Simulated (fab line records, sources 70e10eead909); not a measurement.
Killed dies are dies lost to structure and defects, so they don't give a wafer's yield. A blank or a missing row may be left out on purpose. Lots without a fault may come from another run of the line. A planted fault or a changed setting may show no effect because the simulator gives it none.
A struck lot beside a sound one | flow nand_harc | 15 steps out of a route of 1159
Sound: wafers L142.2, L142.3, L142.4. Struck: wafers L147.3, L147.4, L147.5. The cause comes at the end.
At each step with rows: each side's tool, then ch and its chambers, then its first start. Under that, the readings that differ: sound wafers | struck wafers | difference of the means | sigmas: that difference in standard deviations of wafers without a fault.
alike: readings whose means differ by less than 2 such deviations, and words and numbers that are the same on both sides. not compared: withheld readings, readings that some wafer has no value for, bounds like >300 that may hide the same value, and numbers for which the record gives no deviation and whose values overlap.
The two part at a step that has a row with sigmas, a row that says differs or no value, or rows on one side only. Numbers that don't overlap but have no deviation are shown without sigmas and don't part them. A reading that every wafer of one side lacks parts them only if that side has two wafers or more.

first, 3 steps without rows for these wafers: NHARC_P_M2_EXPOSE_06 (exposes mask P M2, target cd 170 nm); NHARC_P_M2_PEB_07 (peb time 65 s); NHARC_P_M2_DEVELOP_08 (develop time 35 s).
NHARC_P_M2_CD_MEAS_09: target cd 170 nm.
  sound on cd_sem-03 ch 0, day 6 23:19; struck on cd_sem-03 ch 0, day 8 05:13
  alike: cd_nm
NHARC_P_M2_OVL_MEAS_10: pitch 340 nm.
  sound on overlay-01, day 6 23:24; struck on overlay-01, day 8 05:17
  alike: overlay_x_nm, overlay_y_nm
NHARC_P_M2_INSPECT_11:
  sound on defect_inspect-01, day 6 23:26; struck on defect_inspect-01, day 8 05:20
  alike: raw_defect_count
NHARC_P_M2_DESCUM_14: chemistry O2, time 3 s.
  sound on rie_diel-09 ch 1,2,3, day 6 23:30; struck on rie_diel-09 ch 0,2,3, day 8 05:25
  alike: drypump_motor_current_A, oes_product_au, rf_vpp_V, showerhead_plenum_p_Torr, throttle_valve_pct
  not compared: rf_hours_counter_h
NHARC_P_M2_ETCH_35: etches the open film in N2/H2, target depth 40 nm, overetch 12 nm, time 43.94 s.
  sound on rie_diel-09 ch 1,2,3, day 6 23:36; struck on rie_diel-09 ch 0,1,2, day 8 05:33
  reading             | sound             | struck            | difference | sigmas
  h2_flow_sccm (sccm) | 148.6 150.1 148.5 | 150.8 149.7 150.0 | +1.1       | +2
  alike: bias_w, drypump_motor_current_A, oes_product_au, rf_vpp_V, showerhead_plenum_p_Torr, throttle_valve_pct
  not compared: rf_hours_counter_h
NHARC_P_M2_ETCH_15: etches the open film in C4F8/Ar, target depth 182.5 nm, time 91.2 s.
  sound on rie_diel-09 ch 1,3; struck on rie_diel-09 ch 0,2
  reading               | sound             | struck            | difference | sigmas
  oes_product_au (a.u.) | 0.965 0.977 0.968 | 0.888 0.942 0.891 | -0.063     | -3
  alike: bias_w, rf_vpp_V
  not compared: rf_hours_counter_h
NHARC_P_M2_CD_MEAS_16:
  sound on cd_sem-03, day 6 23:51; struck on cd_sem-01, day 8 05:46
  alike: cd_nm
NHARC_P_M2_STRIP_18: strips in N2/H2.
  sound on rie_diel-09 ch 1,2, day 6 23:55; struck on rie_diel-09 ch 0,2, day 8 05:52
  reading               | sound             | struck            | difference | sigmas
  oes_product_au (a.u.) | 1.013 1.009 1.003 | 0.958 1.005 0.963 | -0.033     | -2
  alike: chamber_pressure_mTorr, drypump_motor_current_A, h2_flow_sccm, rf_vpp_V, showerhead_plenum_p_Torr, throttle_valve_pct
  not compared: rf_hours_counter_h
then, 1 step without rows for these wafers: NHARC_P_M2_ETCH_28 (etches the open film in CF4/N2, target depth 30 nm, time 72.99 s).
NHARC_P_M2_STRIP_19: strips in post etch residue remover, time 600 s.
  sound on wet_bench-08 ch 0,2,5, day 7 00:21; struck on wet_bench-10 ch 2,4,5, day 8 06:14
  no value came back on the struck wafers for bath_heat_duty_pct (%), run_length_s (s); on the sound wafers bath_heat_duty_pct (%) reads 12.2 11.6 14.4
NHARC_P_M2_DEGAS_29: time 60 s.
  sound on pvd_sputter-02, day 7 00:37; struck on pvd_sputter-02, day 8 06:30
  alike: heater_power_w
-- the record jumps here: 14 days lie between the struck wafers' starts before and after (it left off in module P_M2 and takes up again in module END, whose first step shown is number 1159 of the route) --
NHARC_END_SORT_01:
  sound on prober-01 ch 0, day 20 09:13; struck on prober-01 ch 0, day 22 02:55
  reading                | sound          | struck | difference | sigmas
  sort_rim_yield_pct (%) | 97.2 99.1 98.1 | 94.3   | -3.8       | -2
  alike: defect_limited_yield, killed_at_array, killed_at_other, killed_at_periphery, killed_dies, killed_open, killed_short, sort_bin_2_pct, sort_bin_3_pct, sort_bin_4_pct, sort_n_pass, sort_yield_pct

WHERE THEY PART
First at NHARC_P_M2_ETCH_35; last, within this record, at NHARC_END_SORT_01.

WHY: what the simulator had put in
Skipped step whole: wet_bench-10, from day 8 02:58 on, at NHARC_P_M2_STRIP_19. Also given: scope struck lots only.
